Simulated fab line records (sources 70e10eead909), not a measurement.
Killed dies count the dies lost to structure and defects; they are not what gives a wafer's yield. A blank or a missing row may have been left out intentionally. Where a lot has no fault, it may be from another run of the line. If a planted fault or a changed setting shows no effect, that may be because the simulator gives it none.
Struck lot and sound lot, side by side / flow nand_harc / 15 steps out of a route of 1302
Sound: the wafers L158.2, L158.3, L158.4. Wafers struck: L163.1, L163.4, L163.5. The cause is named last.
Each step with rows lists, per side, the tool, then ch with its chambers, then its first start. Under that, the readings that differ: sound wafers / struck wafers / difference of the means / sigmas: that difference in standard deviations of wafers without a fault.
alike: readings with means less than 2 such deviations apart, plus words and numbers identical on both sides. not compared: withheld readings, readings lacking a value on some wafer, bounds such as >300 that could conceal the same value, and numbers that have no deviation in the record and whose values overlap.
Wherever a step has rows on one side only, a row that says differs or no value, or a row with sigmas, the two part there. Non-overlapping numbers with no deviation appear without sigmas and do not part them. A reading missing from all wafers of one side parts the sides only when that side holds two or more wafers.

first, 3 steps without rows for these wafers: NHARC_A_BLC_EXPOSE_07 (exposes mask A BLC, target cd 100 nm); NHARC_A_BLC_PEB_08 (peb time 65 s); NHARC_A_BLC_DEVELOP_09 (develop time 35 s).
NHARC_A_BLC_CD_MEAS_10: target cd 100 nm.
  sound on cd_sem-03 ch 0, day 22 09:37; struck on cd_sem-01 ch 0, day 23 22:31
  alike: cd_nm
NHARC_A_BLC_OVL_MEAS_11:
  sound on overlay-02 at day 22 09:42; struck on overlay-02 at day 23 22:35
  alike: overlay_x_nm, overlay_y_nm
NHARC_A_BLC_INSPECT_12:
  sound on defect_inspect-02 at day 22 09:44; struck on defect_inspect-01 at day 23 22:38
  alike: raw_defect_count
NHARC_A_BLC_DESCUM_15: chemistry O2, time 3 s.
  sound on rie_diel-06 ch 0,1,3, day 22 09:47; struck on rie_diel-04 ch 0,1,3, day 23 22:42
  alike: drypump_motor_current_A, oes_product_au, rf_vpp_V, showerhead_plenum_p_Torr, throttle_valve_pct
  not compared: rf_hours_counter_h
NHARC_A_BLC_ETCH_16: etches the open film in CF4, target depth 39 nm, time 65 s.
  sound on rie_diel-06 ch 0,1,2, day 22 09:53; struck on rie_diel-04 ch 1,3, day 23 22:47
  alike: drypump_motor_current_A, oes_product_au, rf_fwd_power_W, rf_vpp_V, showerhead_plenum_p_Torr, throttle_valve_pct
  not compared: rf_hours_counter_h
NHARC_A_BLC_ETCH_17: etches the open film in N2/H2, target depth 390 nm, time 609.38 s.
  sound: rie_diel-06 ch 0,2,3; struck: rie_diel-04 ch 0,1,3
  alike: drypump_motor_current_A, oes_product_au, rf_fwd_power_W, rf_vpp_V, showerhead_plenum_p_Torr, throttle_valve_pct
  not compared: rf_hours_counter_h
NHARC_A_BLC_ETCH_18: etches the open film in C4F8/O2/Ar, target depth 910 nm.
  sound: rie_diel-06 ch 0,1,2; struck: rie_diel-04 ch 2,3
  alike: oes_product_au, rf_fwd_power_W, rf_vpp_V
  not compared: rf_hours_counter_h
NHARC_A_BLC_CD_MEAS_19:
  sound on cd_sem-02 at day 22 10:46; struck on cd_sem-02 at day 23 23:40
  alike: cd_nm
NHARC_A_BLC_STRIP_29: strips in CF4.
  sound on rie_diel-06 ch 0,1,3, day 22 10:50; struck on rie_diel-06 ch 0,1,2, day 23 23:44
  alike: cf4_flow_sccm, drypump_motor_current_A, oes_product_au, rf_vpp_V, showerhead_plenum_p_Torr, throttle_valve_pct
  not compared: rf_hours_counter_h
NHARC_A_BLC_STRIP_21: strips in O2.
  sound on rie_diel-06 ch 1,2,3, day 22 10:56; struck on rie_diel-06 ch 0,1,2, day 23 23:51
  no value came back on the struck wafers for any of 8 readings (bias_w (W), chamber_pressure_mTorr (mTorr) and others); on the sound wafers bias_w (W) reads 0 0 0
then, 1 step without rows for these wafers: NHARC_A_BLC_STRIP_22 (strips in post etch residue remover, time 600 s).
NHARC_END_SORT_01:
  here the record holds rows for the struck wafers (prober-01 ch 0, day 25 19:56) but none for the sound ones

WHERE THEY PART
First at NHARC_A_BLC_STRIP_21; last, within this record, at NHARC_END_SORT_01.

WHY: whatever the simulator had introduced
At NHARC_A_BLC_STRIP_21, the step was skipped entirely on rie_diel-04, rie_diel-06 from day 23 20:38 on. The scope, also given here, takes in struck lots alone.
